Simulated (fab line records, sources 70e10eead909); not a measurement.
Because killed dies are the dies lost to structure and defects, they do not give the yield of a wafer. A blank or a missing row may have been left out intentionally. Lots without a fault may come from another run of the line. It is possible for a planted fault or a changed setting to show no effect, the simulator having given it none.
Matching of chambers :: flow nand_harc :: 4 sister chambers for NHARC_A_CHANNEL_FILL_D1_ALD_14 on ald_hk-03
The step deposits SiO2, target thk 2.5 nm, pulse time 10 s, ald cycles 25. 8 wafers are shown with their chamber, then 8 later ones without.

== WAFERS, EACH WITH ITS CHAMBER ==
wafer: L079.2
chamber: 2
heater_power_w (W): 583
precursor_pulse_height_rel: 0.993

wafer: L079.6
chamber: 2
heater_power_w (W): 591
precursor_pulse_height_rel: 1.016

wafer: L081.3
chamber: 0
heater_power_w (W): 505
precursor_pulse_height_rel: 1.010

wafer: L081.6
chamber: 3
heater_power_w (W): 427
precursor_pulse_height_rel: 0.997

wafer: L080.1
chamber: 1
heater_power_w (W): 453
precursor_pulse_height_rel: 0.990

wafer: L080.2
chamber: 0
heater_power_w (W): 500
precursor_pulse_height_rel: 0.977

wafer: L080.3
chamber: 3
heater_power_w (W): 408
precursor_pulse_height_rel: 0.995

wafer: L086.1
chamber: 1
heater_power_w (W): 455
precursor_pulse_height_rel: 0.996

== WAFERS WITHOUT THEIR CHAMBER ==
wafer: L086.2
heater_power_w (W): 509
precursor_pulse_height_rel: 0.962

wafer: L086.3
heater_power_w (W): 429
precursor_pulse_height_rel: 0.973

wafer: L088.4
heater_power_w (W): 588
precursor_pulse_height_rel: 1.004

wafer: L088.5
heater_power_w (W): 495
precursor_pulse_height_rel: 0.966

wafer: L088.6
heater_power_w (W): 428
precursor_pulse_height_rel: 1.015

wafer: L093.1
heater_power_w (W): 443
precursor_pulse_height_rel: 0.994

wafer: L093.2
heater_power_w (W): 417
precursor_pulse_height_rel: 0.961

wafer: L093.3
heater_power_w (W): 511
precursor_pulse_height_rel: 0.998

== WHICH CHAMBER EACH ONE RAN IN ==
wafer: L086.2
from the rows above: 0
in truth: 0

wafer: L086.3
from the rows above: can't be placed: 3 or 1
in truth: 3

wafer: L088.4
from the rows above: 2
in truth: 2

wafer: L088.5
from the rows above: 0
in truth: 0

wafer: L088.6
from the rows above: can't be placed: 3 or 1
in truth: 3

wafer: L093.1
from the rows above: can't be placed: 1 or 3
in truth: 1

wafer: L093.2
from the rows above: 3
in truth: 3

wafer: L093.3
from the rows above: 0
in truth: 0
Correct placement for 5 of the 8. Not placeable from these rows: 3 (in 3, the candidates include the true chamber). Number placed wrongly: 0.
How it was worked out, from the rows above alone: a wafer's distance from a chamber is the root of the sum, over the readings, of the square of ((its reading less the chamber's mean) divided by the reading's scatter). The wafer belongs to the nearest chamber; if the next one is less than 2 further off, it can't be placed. A chamber's mean is the mean of its shown wafers. How the scatter is found: for the shown wafers, subtract from each reading the mean of its chamber, square and add these, divide the total by (wafers less chambers), then take the root.
